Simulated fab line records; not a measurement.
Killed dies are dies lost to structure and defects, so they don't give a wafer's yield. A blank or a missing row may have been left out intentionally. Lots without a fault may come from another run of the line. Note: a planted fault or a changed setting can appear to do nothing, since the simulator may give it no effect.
Which tool is to blame? -- flow n5Finfet -- 11 lots, 33 wafers sampled, at 3 steps of a route of 1938

== WHAT THE GAUGES READ, wafer by wafer ==
N5_BEOL_M11_CD_MEAS_28: the cd target is 70 nm.
lot,measured,on,cdNm (nm)
L075,day 10 15:35,cdSem-01,69.1 69.7 70.3
L078,day 11 02:24,cdSem-01,70.5 70.1 69.9
L080,day 12 14:02,cdSem-01,69.8 69.9 69.8
L084,day 13 22:38,cdSem-01,69.3 69.3 69.4
L083,day 14 02:45,cdSem-02,69.9 70.6 69.9
L086,day 14 07:38,cdSem-01,69.9 70.6 70.0
L088,day 14 15:53,cdSem-02,71.5 71.3 69.7
L091,day 15 17:01,cdSem-01,69.9 70.5 71.3
L092,day 15 20:35,cdSem-01,68.5 69.1 68.8
L093,day 15 20:55,cdSem-03,69.6 68.9 70.3
L096,day 16 09:32,cdSem-02,70.4 70.3 70.0

== WHAT TOOL EACH LOT RAN ON (gives the tool, then ch and the chambers of the sampled wafers, and finally the start) ==
lot,N5_BEOL_M11_STRIP_67,N5_BEOL_M11_STRIP_19
L075,"rieDiel-04 ch 1,3, day 10 14:57","rieDiel-03 ch 0,1,2, day 10 15:06"
L078,"rieDiel-03 ch 2,3, day 11 01:43","rieDiel-04 ch 1,2,3, day 11 01:55"
L080,"rieDiel-03 ch 0,1,3, day 12 10:12","rieDiel-04 ch 0,2,3, day 12 10:28"
L084,"rieDiel-03 ch 0,3, day 13 18:36","rieDiel-04 ch 1,2, day 13 18:45"
L083,"rieDiel-05 ch 0,2,3, day 14 02:04","rieDiel-03 ch 0,1,2, day 14 02:14"
L086,"rieDiel-04 ch 0,1,3, day 14 06:50","rieDiel-03 ch 0,2,3, day 14 07:00"
L088,"rieDiel-04 ch 0,1,3, day 14 15:16","rieDiel-05 ch 1,2,3, day 14 15:25"
L091,"rieDiel-04 ch 0,1,3, day 15 13:00","rieDiel-04 ch 0,1,2, day 15 13:10"
L092,"rieDiel-04 ch 1,2,3, day 15 18:31","rieDiel-05 ch 1,2, day 15 18:43"
L093,"rieDiel-04 ch 0,1,2, day 15 19:02","rieDiel-04 ch 0,1,2, day 15 19:13"
L096,"rieDiel-05 ch 0,1,2, day 16 08:40","rieDiel-05 ch 0,1,3, day 16 08:49"
- N5_BEOL_M11_STRIP_67: strips in CF4.
- N5_BEOL_M11_STRIP_19: strips in O2.

== THE ANSWER, worked out from the rows above alone ==
Rule: what is usual is taken from the lots themselves. Put in order of their means at a reading, lots are off if they are a third of the lots or fewer, leave a main group of 4 or more, and stand apart from it by a gap of 3 or more times the standard deviation of the main group's means; of several such gaps the widest counts. If all means in a main group match to the digits the tables above print for the reading, that group is not used. A lot without any number at a reading at which 4 lots or more have one is off too. The other lots that the step has rows for count as sound.
No lot is off on any of the readings shown, so nothing can be concluded from this.

== WHAT THE SIMULATOR PUT IN ==
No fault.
